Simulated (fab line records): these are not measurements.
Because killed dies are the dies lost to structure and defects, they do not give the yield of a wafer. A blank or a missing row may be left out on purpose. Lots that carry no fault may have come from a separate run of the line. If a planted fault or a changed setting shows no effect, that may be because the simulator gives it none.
Lot-split experiment | flow n5Finfet | route with 1938 steps; 7 lots, 39 wafers read

== THE SPLIT ==
At N5_HKMG_FIN_ETCH_32 (etches SOC in N2/H2, target depth 240 nm, time 300 s), the setting biasW was moved away from the recipe's 150 W on 15 of the 39 wafers read, by +6.7% to +18.7%. For the rest of the wafers, this setting stayed at what the recipe calls for.

The reading comes from the split's own step.

== THE READING ==
rfVppV, in V, at N5_HKMG_FIN_ETCH_32 (etches SOC in N2/H2, target depth 240 nm, time 300 s). Fault-free wafers of this fab line usually give 523.9 V, standard deviation 2.4 V.

wafer  | tool, chamber at the split | biasW as run, W | against the recipe | rfVppV, V | against lot-mates on the recipe
L076.1 | rieDiel-06, 2              | 169.9           | +13.3%             | 562.7     | +39.0
L076.2 | rieDiel-06, 3              | 169.9           | +13.3%             | 564.3     | +40.6
L076.3 | rieDiel-06, 1              | 169.9           | +13.3%             | 565.8     | +42.1
L076.4 | rieDiel-06, 0              | 150             | recipe             | 527.9     | -
L076.5 | rieDiel-06, 1              | 150             | recipe             | 522.7     | -
L076.6 | rieDiel-06, 2              | 150             | recipe             | 520.6     | -
L077.1 | rieDiel-02, 0              | 150             | recipe             | 523.0     | -
L077.2 | rieDiel-02, 2              | 150             | recipe             | 524.2     | -
L077.3 | rieDiel-02, 3              | 150             | recipe             | 523.9     | -
L077.4 | rieDiel-02, 1              | 150             | recipe             | 526.1     | -
L077.5 | rieDiel-02, 0              | 150             | recipe             | 523.3     | -
L077.6 | rieDiel-02, 3              | 150             | recipe             | 523.6     | -
L081.1 | rieDiel-06, 3              | 150             | recipe             | 521.4     | -
L081.2 | rieDiel-06, 2              | 150             | recipe             | 519.7     | -
L081.6 | rieDiel-06, 2              | 150             | recipe             | 519.8     | -
L082.1 | rieDiel-02, 2              | 150             | recipe             | 523.5     | -
L082.2 | rieDiel-02, 0              | 160.1           | +6.7%              | 544.8     | +21.9
L082.3 | rieDiel-02, 1              | 160.1           | +6.7%              | 548.1     | +25.2
L082.4 | rieDiel-02, 3              | 160.1           | +6.7%              | 544.2     | +21.3
L082.5 | rieDiel-02, 0              | 150             | recipe             | 521.5     | -
L082.6 | rieDiel-02, 3              | 150             | recipe             | 523.8     | -
L094.1 | rieDiel-06, 1              | 150             | recipe             | 523.5     | -
L094.2 | rieDiel-06, 2              | 150             | recipe             | 527.1     | -
L094.3 | rieDiel-06, 3              | 161.8           | +7.9%              | 546.2     | +20.3
L094.4 | rieDiel-06, 0              | 150             | recipe             | 527.1     | -
L094.5 | rieDiel-06, 1              | 161.8           | +7.9%              | 547.6     | +21.7
L094.6 | rieDiel-06, 2              | 161.8           | +7.9%              | 553.4     | +27.5
L096.1 | rieDiel-02, 1              | 150             | recipe             | 526.5     | -
L096.2 | rieDiel-02, 0              | 150             | recipe             | 524.9     | -
L096.3 | rieDiel-02, 2              | 171.3           | +14.2%             | 568.9     | +44.4
L096.4 | rieDiel-02, 3              | 171.3           | +14.2%             | 569.0     | +44.5
L096.5 | rieDiel-02, 3              | 171.3           | +14.2%             | 569.0     | +44.5
L096.6 | rieDiel-02, 0              | 150             | recipe             | 522.0     | -
L097.1 | rieDiel-03, 0              | 150             | recipe             | 520.1     | -
L097.2 | rieDiel-03, 2              | 150             | recipe             | 523.5     | -
L097.3 | rieDiel-03, 1              | 178             | +18.7%             | 586.9     | +64.5
L097.4 | rieDiel-03, 3              | 178             | +18.7%             | 587.3     | +64.9
L097.5 | rieDiel-03, 2              | 150             | recipe             | 523.6     | -
L097.6 | rieDiel-03, 3              | 178             | +18.7%             | 588.1     | +65.7

THE FIT
A straight line over all 39 wafers: rfVppV changes by +3.29 V for each +1% of biasW; r = +0.99; the points scatter about the line by 2.4 V.
The same after taking each lot's own level away (the mean of its wafers on the recipe; 39 wafers): +3.28 V for each +1%; r = +0.99; scatter 2.4 V.
The reading moves by 61 V for the largest change in biasW, on that fit.
Measured against the standard deviation above, the lots' own levels, which go from 520.30 to 525.90 V, span 2.3 times it.
The two slopes agree, so the slope changes little with the lot-to-lot level.
Check: +60.4 V against its lot-mates is what the line predicts for one of the wafers moved furthest among these (+18.7%) when that wafer is left out of the fit. It came out at +64.5 V against them.
Tool readings at the split's step, against how far the setting was moved: rfVppV r = +0.99.

== OTHER SPLITS ON THESE WAFERS ==
Before the reading, these wafers also passed through other splits. Each is held against what the fit with the lots' levels taken away leaves over:
other split on the same wafers     | wafers away from the commonest value | r with rfVppV (lot level and that fit taken away)
N5_FIN_CUT_ETCH_21 biasW           | 12                                   | +0.25
N5_DUMMY_GATE_ETCH_31 targetDepthA | 9                                    | +0.35

== THE WHOLE CHAIN: every reading that the file lists as answering this split, in the file's order ==
step                | what it does                                         | reading                                                                          | change (the file's fit)              | r (the file's)
N5_HKMG_FIN_ETCH_32 | etches SOC in N2/H2, target depth 240 nm, time 300 s | rfVppV                                                                           | +3.26 V for each +1% of the setting  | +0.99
N5_HKMG_FIN_ETCH_32 | etches SOC in N2/H2, target depth 240 nm, time 300 s | SiARC_of_HKMG_FIN_COAT_30.thkNm (the simulator's own value, which no gauge read) | -0.18 nm for each +1% of the setting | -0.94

== FILE'S OWN FIT ==
rfVppV changes by +3.26 V for each +1% of biasW, r = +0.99.
